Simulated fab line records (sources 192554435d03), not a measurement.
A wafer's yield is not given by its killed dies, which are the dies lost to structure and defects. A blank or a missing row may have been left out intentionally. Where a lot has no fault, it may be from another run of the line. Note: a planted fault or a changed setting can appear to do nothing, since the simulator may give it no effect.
A struck lot beside a sound one | flow n5 finfet | 15 steps out of a route of 1938
Sound: wafers L592.3, L592.4, L592.6. Wafers struck: L598.2, L598.5, L598.6. At the end, the cause is stated.
At each step with rows: each side's tool, then ch and its chambers, then its first start. Under that, the readings that differ: sound wafers | struck wafers | difference of the means | sigmas: that difference in standard deviations of wafers without a fault.
alike: a reading whose means differ by less than 2 such deviations, as well as words and numbers matching on both sides. not compared: withheld readings; readings where some wafer has no value; bounds like >300 that might hide an equal value; numbers whose values overlap and for which the record gives no deviation.
Wherever a step has rows on one side only, a row that says differs or no value, or a row with sigmas, the two part there. Numbers that have no deviation but don't overlap get no sigmas and don't part them. A reading that every wafer of one side lacks parts them only if that side has two wafers or more.

N5_DUMMY_GATE_ETCH_42: etches SiO2 in CHF3/O2, target depth 3.5 nm, time 31 s.
  sound on rie diel-06 ch 0,1,3, day 3 18:02; struck on rie diel-03 ch 1,2,3, day 5 07:56
  alike: CHF3_flow_sccm, O2_flow_sccm, drypump motor current A, oes product au, rf vpp V, showerhead plenum p Torr, throttle valve pct
  not compared: rf hours counter h
N5_DUMMY_GATE_STRIP_48: strips in N2/H2, time 20 s.
  sound on rie diel-06 ch 0,1,3, day 3 18:05; struck on rie diel-03 ch 1,2,3, day 5 07:59
  alike: drypump motor current A, oes product au, rf vpp V, showerhead plenum p Torr, throttle valve pct
  not compared: rf hours counter h
then, 5 steps without rows for these wafers: N5_DUMMY_GATE_PRECLEAN_33 (cleans in dHF, time 10 s); N5_DUMMY_GATE_PRECLEAN_25 (cleans in O3/DIW, time 45 s); N5_DUMMY_GATE_PRECLEAN_51 (cleans in SC2, time 45 s); N5_DUMMY_GATE_SRD_26 (time 30 s); N5_DUMMY_GATE_UV_OZONE_45 (time 120 s).
N5_DUMMY_GATE_INSPECT_27: inspects for defects (brightfield).
  sound: defect inspect-01 at day 3 18:16; struck: defect inspect-02 at day 5 08:10
  alike: raw defect count
N5_SPACER0_ALD_07: deposits SiNx, target thk 2 nm.
  sound on ald sin-01 ch 1,2,3, day 3 18:19; struck on ald sin-03 ch 0,1, day 5 08:41
  alike: heater power outer w, heater power w
N5_SPACER0_ALD_00: deposits SiOCN, target thk 3.5 nm, pulse time 3 s, purge time 2 s.
  sound on ald sin-01 ch 1,2,3, day 3 18:28; struck on ald sin-03 ch 0,1, day 5 08:50
  alike: heater power outer w, heater power w, precursor pulse height rel
N5_SPACER0_ALD_08: deposits SiNx, target thk 2 nm.
  sound on ald sin-01 ch 1,2,3, day 3 18:43; struck on ald sin-03 ch 0,1, day 5 09:05
  alike: heater power outer w, heater power w
N5_SPACER0_INSPECT_04: inspects for defects (darkfield).
  sound: defect inspect-01 at day 3 19:07; struck: defect inspect-02 at day 5 09:15
  alike: raw defect count
N5_SD_EPI_N_COAT_32: time 60 s, resist thk 350 nm.
  sound on litho track-02 ch 0, day 3 19:09; struck on litho track-02 ch 0, day 5 09:17
  reading                                   | sound                | struck               | difference | sigmas
  spin speed rpm (rpm)                      | 1500.8 1500.9 1499.8 | 1661.1 1663.6 1662.8 | +162.0     | +99 or more
  model.SOC_of_SD_EPI_N_COAT_32.thk nm (nm) | 351.6 352.6 351.4    | 333 332.6 333.2      | -19        |
then, 1 step without rows for these wafers: N5_SD_EPI_N_COAT_33 (time 60 s, resist thk 35 nm).
-- the record jumps here: 5 days lie between the struck wafers' starts before and after (it left off in module SD_EPI_N and takes up again in module BEOL_M4, whose first step shown is number 1111 of the route) --
N5_BEOL_M4_RC_MEAS_101:
  sound on prober-02 ch 0, day 9 09:29; struck on prober-02 ch 0, day 10 18:28
  alike: DIBL_N, DIBL_P, IOFF_N, IOFF_P, ION_N, ION_P, SS_N, SS_P, VT_N, VT_P

## WHERE THEY PART
Within this record, at N5_SD_EPI_N_COAT_32 only. Later steps at which nothing parts them and some readings are alike: N5_BEOL_M4_RC_MEAS_101.

WHY: what had been put in by the simulator
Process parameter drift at N5_SD_EPI_N_COAT_32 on litho track-02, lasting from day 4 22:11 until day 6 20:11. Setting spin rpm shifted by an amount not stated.
